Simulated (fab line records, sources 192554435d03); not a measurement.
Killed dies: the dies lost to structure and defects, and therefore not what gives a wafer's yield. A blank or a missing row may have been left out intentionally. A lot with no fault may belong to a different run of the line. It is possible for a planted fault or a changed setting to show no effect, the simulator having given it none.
fab line records | flow n5_finfet | part 2 of 2: steps 9 to 9 of 9
record lots=7 | wafers=19 | last_day=18
route steps=1938 shown BEOL_M9@1435 BEOL_M15@1830 PASSIVATION@1936
lots untouched by any fault: they come from a run of this same line in which no faults occurred
start_h: start of the lot's first displayed wafer, in hours after the record's first day | wait_h: hours from the lot's prior step to this one | " identical to the entry in the row above | L1.1+2: several wafers, shown together as one row | - no value present, or no start provided | * or withheld: withheld | < > ~ a bound
route shown NAME@n: names a module that has steps shown in the file, with the first one's number in the route | usual: mean/standard deviation of fault-free wafers | same: alike in all rows | chamber/n: place in a boat | sites: per-site readings | _std_site: standard deviation of those values | _edge_site: inner sites' mean taken away from outer sites' mean | radius_mm: for every site, how far away it sits from the centre of the wafer | mask NAME#n: copy n | behind: the most recent tool/chamber to have shaped the wafer | hold: the reason the lot was held/the length of the hold in hours/how it ended | device: the n, p or np transistor that did not switch | end of line: the same wafers' tests at the end of the route | where a step has no rows: the recipe by itself | killed: the dies lost at the first sort to structure and to defects; this is not the yield of the wafer | map: a wafer's dies, x killed, . not, _ none there
set.NAME: the setting the step ran with; set.NAME@STEP: the setting that earlier step ran with | model.NAME: the simulator's own value behind a step, which no gauge read
the route's steps for a sample of lots (tables are steps, rows are wafers)
services: the hour from which a tool's chamber was out of use, counted from the record's first day as start_h (under 0 if before that day), plus the number of hours and why
## steps
# step N5_PASSIVATION_PROBE_49
# usual defect_limited_yield=91.6/1.6 | killed_at_M0_to_M3=31/10 | killed_at_M4_up=14/6.3 | killed_at_contacts=12/6.1 | killed_at_front_end=39/12 | killed_at_other=3.7/2.8 | killed_dies=100/19 | killed_open=66/14 | killed_short=33/8.1 | sort_bin_5_function=5.0/1.1 | sort_bin_6_memory=3.2/0.66 | sort_bin_8_speed=0.01/0.077 | sort_n_pass=1080/18 | sort_yield_pct=91.6/1.6
# same gross_dies=1180 | killed_at_back_side=0 | sort_bin_4_leakage[%]=0
lot.wafer | tool      | chamber | start_h | wait_h | defect_limited_yield[%] | killed_at_M0_to_M3 | killed_at_M4_up | killed_at_contacts | killed_at_front_end | killed_at_other | killed_dies | killed_open | killed_short | sort_bin_5_function[%] | sort_bin_6_memory[%] | sort_bin_8_speed[%] | sort_n_pass | sort_yield_pct[%]
L751.1    | prober-01 | -       | 264.07  | 0.0    | 93.1                    | 28                 | 10              | 12                 | 28                  | 4               | 82          | 47          | 34           | 4.4                    | 2.2                  | 0                   | 1098        | 93.1
L751.4    | prober-01 | -       | 264.22  | 0.2    | 90.8                    | 56                 | 4               | 9                  | 37                  | 2               | 108         | 82          | 26           | 5.5                    | 3.5                  | 0                   | 1072        | 90.8
L751.6    | prober-01 | -       | 264.32  | 0.3    | 90.7                    | 39                 | 17              | 13                 | 34                  | 7               | 110         | 74          | 34           | 5.8                    | 3.1                  | 0                   | 1070        | 90.7
L754.1    | prober-01 | -       | 297.03  | 0.0    | 91.4                    | 31                 | 12              | 24                 | 32                  | 2               | 101         | 65          | 36           | 4.9                    | 3.5                  | 0                   | 1079        | 91.4
L754.2    | prober-01 | -       | 297.08  | 0.1    | 93.2                    | 22                 | 6               | 22                 | 28                  | 2               | 80          | 51          | 27           | 3.6                    | 2.9                  | 0                   | 1100        | 93.2
L754.4    | prober-01 | -       | 297.18  | 0.2    | 92.4                    | 36                 | 11              | 10                 | 26                  | 7               | 90          | 55          | 35           | 4.9                    | 2.0                  | 0                   | 1090        | 92.4
L760.1    | prober-01 | -       | 339.24  | 0.0    | 92.1                    | 38                 | 11              | 6                  | 31                  | 7               | 93          | 68          | 24           | 4.2                    | 3.5                  | 0                   | 1087        | 92.1
L760.4    | prober-01 | -       | 339.39  | 0.2    | 93.1                    | 32                 | 15              | 4                  | 29                  | 2               | 82          | 59          | 23           | 4.5                    | 2.0                  | 0                   | 1098        | 93.1
L762.3    | prober-02 | -       | 347.85  | 0.1    | 93.6                    | 31                 | 6               | 4                  | 32                  | 2               | 75          | 43          | 31           | 3.6                    | 2.3                  | 0.08                | 1105        | 93.6
L762.4    | prober-02 | -       | 347.90  | 0.2    | 93.1                    | 36                 | 12              | 2                  | 27                  | 5               | 82          | 53          | 25           | 4.0                    | 2.3                  | 0                   | 1098        | 93.1
L767.2    | prober-01 | -       | 382.73  | 0.1    | 92.5                    | 17                 | 12              | 17                 | 41                  | 2               | 89          | 54          | 35           | 4.6                    | 2.4                  | 0                   | 1091        | 92.5
L767.4    | prober-01 | -       | 382.83  | 0.2    | 90.9                    | 30                 | 5               | 11                 | 56                  | 5               | 107         | 65          | 40           | 5.3                    | 3.3                  | 0                   | 1073        | 90.9
L767.6    | prober-01 | -       | 382.93  | 0.3    | 89.7                    | 34                 | 14              | 15                 | 55                  | 3               | 121         | 78          | 43           | 6.0                    | 3.8                  | 0                   | 1059        | 89.7
L768.2    | prober-01 | -       | 393.25  | 0.1    | 89.4                    | 47                 | 21              | 9                  | 36                  | 12              | 125         | 82          | 40           | 5.5                    | 4.7                  | 0                   | 1055        | 89.4
L768.5    | prober-01 | -       | 393.40  | 0.2    | 93.1                    | 19                 | 13              | 8                  | 40                  | 1               | 81          | 54          | 22           | 3.9                    | 2.5                  | 0                   | 1099        | 93.1
L772.1    | prober-02 | -       | 419.93  | 0.0    | 92.6                    | 36                 | 11              | 7                  | 32                  | 1               | 87          | 63          | 24           | 4.2                    | 3.1                  | 0                   | 1093        | 92.6
L772.2    | prober-02 | -       | 419.98  | 0.1    | 90.7                    | 26                 | 19              | 9                  | 48                  | 8               | 110         | 72          | 36           | 5.7                    | 3.4                  | 0                   | 1070        | 90.7
L772.6    | prober-02 | -       | 420.18  | 0.3    | 92.5                    | 31                 | 8               | 13                 | 36                  | 0               | 88          | 64          | 23           | 4.5                    | 2.8                  | 0                   | 1092        | 92.5
# killed by level:class
L751.1 BEOL_M0_SAQP:geometric_particle:short=8 MOL_CONTACT_COAG:geometric_particle:open=7 BEOL_M2:geometric_particle:open=6 GATE_CUT:geometric_particle:open=5 MOL_CONTACT_COAG:geometric_particle:short=5 DUMMY_GATE:geometric_particle:open=4 BEOL_M0:geometric_particle:open=4 FIN_SAQP:geometric_particle:open=3
L751.4 BEOL_M0_SAQP:geometric_particle:open=14 FIN_SAQP:geometric_particle:open=11 BEOL_M2:geometric_particle:open=11 BEOL_M0_SAQP:geometric_particle:short=10 DUMMY_GATE:geometric_particle:open=8 MOL_CONTACT_COAG:geometric_particle:open=8 BEOL_M3:geometric_particle:open=7 BEOL_M1:geometric_particle:open=6
L751.6 FIN_SAQP:geometric_particle:open=12 MOL_CONTACT_COAG:geometric_particle:open=10 BEOL_M2:geometric_particle:open=9 BEOL_M0_SAQP:geometric_particle:short=8 BEOL_M0_SAQP:geometric_particle:open=6 BEOL_M0:geometric_particle:open=5 FIN_SAQP:geometric_particle:short=4 STI_FIN_REVEAL:geometric_particle:open=4
L754.1 MOL_CONTACT_COAG:geometric_particle:open=20 FIN_SAQP:geometric_particle:short=8 BEOL_M0_SAQP:geometric_particle:short=7 BEOL_M3:geometric_particle:open=7 FIN_SAQP:geometric_particle:open=5 GATE_CUT:geometric_particle:short=5 BEOL_M0_SAQP:geometric_particle:open=5 BEOL_M4:geometric_particle:open=5
L754.2 MOL_CONTACT_COAG:geometric_particle:open=17 FIN_SAQP:geometric_particle:open=8 FIN_SAQP:geometric_particle:short=7 MOL_CONTACT_COAG:geometric_particle:short=5 BEOL_M3:geometric_particle:open=5 GATE_CUT:geometric_particle:short=4 BEOL_M0_SAQP:geometric_particle:short=4 BEOL_M0:geometric_particle:open=4
L754.4 MOL_CONTACT_COAG:geometric_particle:open=10 BEOL_M0_SAQP:geometric_particle:short=9 STI_FIN_REVEAL:geometric_particle:open=5 BEOL_M0_SAQP:geometric_particle:open=5 BEOL_M0:geometric_particle:short=5 FIN_SAQP:geometric_particle:open=4 BEOL_M3:geometric_particle:open=4 BEOL_M4:geometric_particle:open=4
L760.1 BEOL_M2:geometric_particle:open=14 BEOL_M3:geometric_particle:open=12 FIN_SAQP:geometric_particle:open=10 GATE_CUT:geometric_particle:short=6 BEOL_M4:geometric_particle:open=6 DUMMY_GATE:geometric_particle:open=4 MOL_CONTACT_COAG:geometric_particle:open=4 BEOL_M1:geometric_particle:open=3
L760.4 BEOL_M2:geometric_particle:open=9 FIN_SAQP:geometric_particle:open=8 BEOL_M3:geometric_particle:open=6 FIN_SAQP:geometric_particle:short=5 BEOL_M0_SAQP:geometric_particle:open=5 GATE_CUT:geometric_particle:short=4 BEOL_M1:geometric_particle:open=4 BEOL_M4:geometric_particle:open=4
L762.3 FIN_SAQP:geometric_particle:open=13 BEOL_M2:geometric_particle:open=10 BEOL_M0_SAQP:geometric_particle:short=7 BEOL_M0_SAQP:geometric_particle:open=5 BEOL_M3:geometric_particle:short=4 SDB:geometric_particle:short=3 FIN_SAQP:geometric_particle:short=3 GATE_CUT:geometric_particle:short=3
L762.4 BEOL_M1:geometric_particle:open=9 FIN_SAQP:geometric_particle:open=7 BEOL_M0_SAQP:geometric_particle:short=7 BEOL_M3:geometric_particle:open=7 GATE_CUT:geometric_particle:short=5 BEOL_M0_SAQP:geometric_particle:open=5 BEOL_M4:geometric_particle:open=5 STI_FIN_REVEAL:geometric_particle:open=4
L767.2 MOL_CONTACT_COAG:geometric_particle:open=13 BEOL_M4:geometric_particle:open=7 STI_FIN_REVEAL:geometric_particle:open=6 FIN_SAQP:geometric_particle:short=5 BEOL_M3:geometric_particle:open=5 SPACER0:geometric_particle:short=5 FIN_SAQP:geometric_particle:open=4 ILD0:geometric_particle:short=4
L767.4 FIN_SAQP:geometric_particle:short=16 FIN_SAQP:geometric_particle:open=13 STI_FIN_REVEAL:geometric_particle:open=10 MOL_CONTACT_COAG:geometric_particle:open=9 BEOL_M2:geometric_particle:open=7 BEOL_M0_SAQP:geometric_particle:open=6 BEOL_M3:geometric_particle:open=6 BEOL_M2:geometric_particle:short=3
L767.6 FIN_SAQP:geometric_particle:short=13 STI_FIN_REVEAL:geometric_particle:open=12 MOL_CONTACT_COAG:geometric_particle:open=10 BEOL_M3:geometric_particle:open=9 FIN_SAQP:geometric_particle:open=7 BEOL_M4:geometric_particle:open=6 MOL_CONTACT_COAG:geometric_particle:short=5 BEOL_M2:geometric_particle:short=5
L768.2 BEOL_M0_SAQP:geometric_particle:short=15 BEOL_M0_SAQP:geometric_particle:open=14 STI_FIN_REVEAL:geometric_particle:open=9 MOL_CONTACT_COAG:geometric_particle:open=9 FIN_SAQP:geometric_particle:open=8 BEOL_M1:geometric_particle:open=7 BEOL_M4:geometric_particle:open=7 DUMMY_GATE:geometric_particle:open=5
L768.5 STI_FIN_REVEAL:geometric_particle:open=16 MOL_CONTACT_COAG:geometric_particle:open=7 BEOL_M0_SAQP:geometric_particle:short=7 BEOL_M1:geometric_particle:open=5 FIN_SAQP:geometric_particle:open=4 DUMMY_GATE:geometric_particle:open=4 GATE_CUT:geometric_particle:open=4 BEOL_M3:geometric_particle:open=4
L772.1 BEOL_M3:geometric_particle:open=14 BEOL_M0_SAQP:geometric_particle:open=12 STI_FIN_REVEAL:geometric_particle:open=8 MOL_CONTACT_COAG:geometric_particle:open=7 GATE_CUT:geometric_particle:open=6 BEOL_M0_SAQP:geometric_particle:short=4 STARTING-WAFER:geometric_particle:open=4 STI_FIN_REVEAL:geometric_particle:short=3
L772.2 GATE_CUT:geometric_particle:short=13 STI_FIN_REVEAL:geometric_particle:open=12 BEOL_M2:geometric_particle:open=10 FIN_SAQP:geometric_particle:open=6 MOL_CONTACT_COAG:geometric_particle:open=6 BEOL_M4:geometric_particle:open=6 BEOL_M0_SAQP:geometric_particle:open=4 FIN_SAQP:geometric_particle:short=3
L772.6 BEOL_M3:geometric_particle:open=13 MOL_CONTACT_COAG:geometric_particle:open=11 FIN_SAQP:geometric_particle:open=8 BEOL_M0:geometric_particle:open=7 BEOL_M0_SAQP:geometric_particle:open=6 FIN_SAQP:geometric_particle:short=4 DUMMY_GATE:geometric_particle:open=4 STARTING-WAFER:geometric_particle:open=3
## services
tool        | chamber | start_h | hours | kind
rie_diel-04 | 0       | 184.42  | -     | clean
rie_diel-04 | 0       | 184.42  | -     | consumable_replace:esc
rie_diel-04 | 0       | 184.42  | -     | consumable_replace:focus_ring
rie_diel-04 | 0       | 184.42  | 36.4  | scheduled_down
rie_diel-04 | 0       | 184.42  | 36.4  | vent_cycle
rie_diel-02 | 0       | 191.04  | -     | clean
rie_diel-02 | 0       | 191.04  | -     | consumable_replace:focus_ring
rie_diel-02 | 0       | 191.04  | -     | consumable_replace:showerhead
rie_diel-02 | 0       | 191.04  | 13.5  | scheduled_down
rie_diel-02 | 0       | 191.04  | 13.5  | vent_cycle
rie_diel-04 | 1       | 220.95  | -     | clean
rie_diel-04 | 1       | 220.95  | -     | consumable_replace:focus_ring
rie_diel-04 | 1       | 220.95  | 21.6  | scheduled_down
rie_diel-04 | 1       | 220.95  | 21.6  | vent_cycle
rie_diel-04 | 2       | 265.06  | -     | clean
rie_diel-04 | 2       | 265.06  | -     | consumable_replace:focus_ring
rie_diel-04 | 2       | 265.06  | 27.9  | scheduled_down
rie_diel-04 | 2       | 265.06  | 27.9  | vent_cycle
rie_diel-02 | 0       | 324.30  | 6.3   | repair
